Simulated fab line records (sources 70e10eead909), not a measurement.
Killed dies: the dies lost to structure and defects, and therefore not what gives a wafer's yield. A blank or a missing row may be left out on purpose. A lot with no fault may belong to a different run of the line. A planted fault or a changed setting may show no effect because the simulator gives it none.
Comparing a struck lot with a sound one || flow nand harc || 14 steps out of a route of 1302
Sound: the wafers L973.2, L973.3, L973.4. Struck: wafer L979.3 (L979.4, L979.5, from the same lot, were not struck and are left out); the cause is given at the end.
At each step with rows: each side's tool, then ch and its chambers, then its first start. Under that, the readings that differ: sound wafers || struck wafers || difference of the means || sigmas: that difference in standard deviations of wafers without a fault.
alike: words and numbers the same on both sides, and readings whose means are apart by under 2 such deviations; not compared: readings that were withheld, readings missing a value for some wafer, numbers with overlapping values and no deviation given by the record, and bounds like >300 which may hide the same value.
Wherever a step has rows on one side only, a row that says differs or no value, or a row with sigmas, the two part there. Numbers that don't overlap but have no deviation are shown without sigmas and don't part them. Lack of a reading on every wafer of one side parts them only where that side has two or more wafers.

NHARC_A_WL_FILL_CVD_03: deposits W, target thk 40 nm, time 279 s.
  sound on cvd w-02 ch 0,1, day 23 00:36; struck on cvd w-01 ch 0, day 24 18:05
  alike: heater power w, throttle valve pct
NHARC_A_WL_FILL_ETCHBACK_04: etches the open film in NF3, target depth 60 nm, time 120 s.
  sound on rie metal-02 ch 0,1, day 23 00:59; struck on rie metal-02 ch 1, day 24 18:25
  alike: drypump motor current A, oes product au, run length s
  not compared: rf hours counter h
then, 1 step without rows for these wafers: NHARC_A_WL_FILL_ETCHBACK_05 (etches the open film in Cl2/BCl3, target depth 22 nm, time 60 s).
NHARC_A_WL_FILL_STRIP_27: strips in N2/H2, time 20 s.
  sound on plasma asher-01 ch 0,1, day 23 01:23; struck on plasma asher-02 ch 0, day 24 18:47
  alike: drypump motor current A, heater power w
  not compared: rf hours counter h
then, 5 steps without rows for these wafers: NHARC_A_WL_FILL_STRIP_28 (strips in post etch residue remover, time 1200 s); NHARC_A_WL_FILL_PRECLEAN_06 (cleans in DIW, time 300 s); NHARC_A_WL_FILL_SRD_07; NHARC_A_WL_FILL_ANNEAL_08 (time 1800 s); NHARC_A_WL_FILL_ALD_10 (deposits SiO2, target thk 50 nm, pulse time 10 s, ald cycles 500).
NHARC_A_WL_FILL_ETCHBACK_16: etches the open film in C4F8/O2/Ar, target depth 120 nm, time 24 s.
  sound: rie diel-13 ch 0,1,2; struck: rie diel-04 ch 1
{"reading": "rf hours counter h (h)", "sound": "0.5 0.4 0.3", "struck": 2.2, "difference": "+1.8", "sigmas": ""}
  alike: oes product au, rf vpp V, run length s
NHARC_A_WL_FILL_STRIP_29: strips in O2, time 20 s.
  sound on rie diel-13 ch 0,1,3, day 23 09:55; struck on rie diel-04 ch 3, day 25 05:51
{"reading": "rf hours counter h (h)", "sound": "0.4 0.5 0.4", "struck": 1.9, "difference": "+1.5", "sigmas": ""}
  alike: drypump motor current A, oes product au, rf vpp V, showerhead plenum p Torr, throttle valve pct
NHARC_A_WL_FILL_ETCHBACK_17: etches the open film in Cl2/BCl3, target depth 4 nm, time 26.7 s.
  sound on rie metal-01 ch 0,1, day 23 10:01; struck on rie metal-03 ch 1, day 25 05:58
{"reading": "run length s (s)", "sound": "47.6 47.9 48.1", "struck": 44.4, "difference": -3.5, "sigmas": -9}
  alike: drypump motor current A, oes product au
  not compared: rf hours counter h
then, 1 step without rows for these wafers: NHARC_A_WL_FILL_PRECLEAN_18 (cleans in dHF, time 30 s).
NHARC_END_SORT_01:
  the record has rows for the sound wafers here (prober-02 ch 0, day 27 07:51) and none for the struck ones

WHERE THEY PART
At NHARC_A_WL_FILL_ETCHBACK_17 first; at NHARC_END_SORT_01 last (within this record only).

WHY: what had been put in by the simulator
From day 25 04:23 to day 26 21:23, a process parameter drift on rie metal-03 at NHARC_A_WL_FILL_ETCHBACK_17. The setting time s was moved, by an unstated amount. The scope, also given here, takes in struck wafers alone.
